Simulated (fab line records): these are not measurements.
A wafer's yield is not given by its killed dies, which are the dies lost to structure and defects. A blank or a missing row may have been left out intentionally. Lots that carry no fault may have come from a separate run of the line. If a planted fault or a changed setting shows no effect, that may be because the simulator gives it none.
Chamber matching / flow n5-finfet / 4 sister chambers for N5_DUMMY_GATE_ETCH_44 on rie-si-06
The step etches poly-Si in HBr/O2, stops on SiO2, target depth 127.5 nm. 18 wafers are shown with their chamber, then 9 later ones without.

EACH WAFER AND ITS CHAMBER
wafer=L074.1; chamber=3; drypump-motor-current-A (A)=5.4; throttle-valve-pct (%)=18.46; oes-product-au (a.u.)=0.724
wafer=L074.5; chamber=3; drypump-motor-current-A (A)=5.4; throttle-valve-pct (%)=18.46; oes-product-au (a.u.)=0.724
wafer=L074.6; chamber=0; drypump-motor-current-A (A)=5.7; throttle-valve-pct (%)=18.63; oes-product-au (a.u.)=0.726
wafer=L076.4; chamber=0; drypump-motor-current-A (A)=5.7; throttle-valve-pct (%)=18.62; oes-product-au (a.u.)=0.736
wafer=L076.5; chamber=0; drypump-motor-current-A (A)=5.7; throttle-valve-pct (%)=18.62; oes-product-au (a.u.)=0.722
wafer=L076.6; chamber=1; drypump-motor-current-A (A)=6.6; throttle-valve-pct (%)=18.57; oes-product-au (a.u.)=0.715
wafer=L078.4; chamber=3; drypump-motor-current-A (A)=5.4; throttle-valve-pct (%)=18.45; oes-product-au (a.u.)=0.721
wafer=L078.5; chamber=3; drypump-motor-current-A (A)=5.4; throttle-valve-pct (%)=18.46; oes-product-au (a.u.)=0.714
wafer=L078.6; chamber=0; drypump-motor-current-A (A)=5.7; throttle-valve-pct (%)=18.63; oes-product-au (a.u.)=0.747
wafer=L079.1; chamber=3; drypump-motor-current-A (A)=5.4; throttle-valve-pct (%)=18.46; oes-product-au (a.u.)=0.721
wafer=L079.3; chamber=0; drypump-motor-current-A (A)=5.7; throttle-valve-pct (%)=18.63; oes-product-au (a.u.)=0.743
wafer=L079.4; chamber=1; drypump-motor-current-A (A)=6.6; throttle-valve-pct (%)=18.56; oes-product-au (a.u.)=0.724
wafer=L083.3; chamber=2; drypump-motor-current-A (A)=6.7; throttle-valve-pct (%)=18.26; oes-product-au (a.u.)=0.720
wafer=L083.4; chamber=3; drypump-motor-current-A (A)=5.4; throttle-valve-pct (%)=18.45; oes-product-au (a.u.)=0.712
wafer=L083.5; chamber=0; drypump-motor-current-A (A)=5.7; throttle-valve-pct (%)=18.63; oes-product-au (a.u.)=0.740
wafer=L086.1; chamber=0; drypump-motor-current-A (A)=5.7; throttle-valve-pct (%)=18.61; oes-product-au (a.u.)=0.749
wafer=L086.2; chamber=2; drypump-motor-current-A (A)=6.6; throttle-valve-pct (%)=18.25; oes-product-au (a.u.)=0.714
wafer=L086.3; chamber=3; drypump-motor-current-A (A)=5.4; throttle-valve-pct (%)=18.45; oes-product-au (a.u.)=0.721

SIGNATURES (means of the wafers above)
reading=drypump-motor-current-A; chamber 0=5.700; chamber 1=6.600; chamber 2=6.650; chamber 3=5.400; scatter within a chamber=0.0189
reading=throttle-valve-pct; chamber 0=18.6243; chamber 1=18.5650; chamber 2=18.2550; chamber 3=18.4557; scatter within a chamber=0.00678
reading=oes-product-au; chamber 0=0.73757; chamber 1=0.71950; chamber 2=0.71700; chamber 3=0.71957; scatter within a chamber=0.00768
Rule: for a wafer and a chamber, the distance is found by dividing, reading by reading, the gap between the wafer's reading and the chamber's mean by the reading's scatter, squaring, summing and taking the root. The wafer belongs to the nearest chamber; if the next one is less than 2 further off, it can't be placed. The scatter is the square root of a quotient: the sum, over the shown wafers, of each reading's squared deviation from its chamber's mean, divided by wafers minus chambers.

WAFERS WITHOUT THEIR CHAMBER
wafer=L091.2; drypump-motor-current-A (A)=6.6; throttle-valve-pct (%)=18.57; oes-product-au (a.u.)=0.728
wafer=L091.3; drypump-motor-current-A (A)=6.7; throttle-valve-pct (%)=18.23; oes-product-au (a.u.)=0.719
wafer=L091.4; drypump-motor-current-A (A)=5.4; throttle-valve-pct (%)=18.46; oes-product-au (a.u.)=0.732
wafer=L093.1; drypump-motor-current-A (A)=6.6; throttle-valve-pct (%)=18.25; oes-product-au (a.u.)=0.726
wafer=L093.5; drypump-motor-current-A (A)=5.4; throttle-valve-pct (%)=18.45; oes-product-au (a.u.)=0.745
wafer=L093.6; drypump-motor-current-A (A)=5.7; throttle-valve-pct (%)=18.62; oes-product-au (a.u.)=0.732
wafer=L096.1; drypump-motor-current-A (A)=5.7; throttle-valve-pct (%)=18.62; oes-product-au (a.u.)=0.739
wafer=L096.3; drypump-motor-current-A (A)=5.4; throttle-valve-pct (%)=18.46; oes-product-au (a.u.)=0.723
wafer=L096.5; drypump-motor-current-A (A)=6.7; throttle-valve-pct (%)=18.25; oes-product-au (a.u.)=0.719

CHAMBER TAKEN BY EACH
wafer=L091.2; from the rows above=1; in truth=1
wafer=L091.3; from the rows above=2; in truth=2
wafer=L091.4; from the rows above=3; in truth=3
wafer=L093.1; from the rows above=2; in truth=2
wafer=L093.5; from the rows above=3; in truth=3
wafer=L093.6; from the rows above=0; in truth=0
wafer=L096.1; from the rows above=0; in truth=0
wafer=L096.3; from the rows above=3; in truth=3
wafer=L096.5; from the rows above=2; in truth=2
9 of 9 placed correctly. Left unplaced by these rows: 0. Placed wrongly: 0.
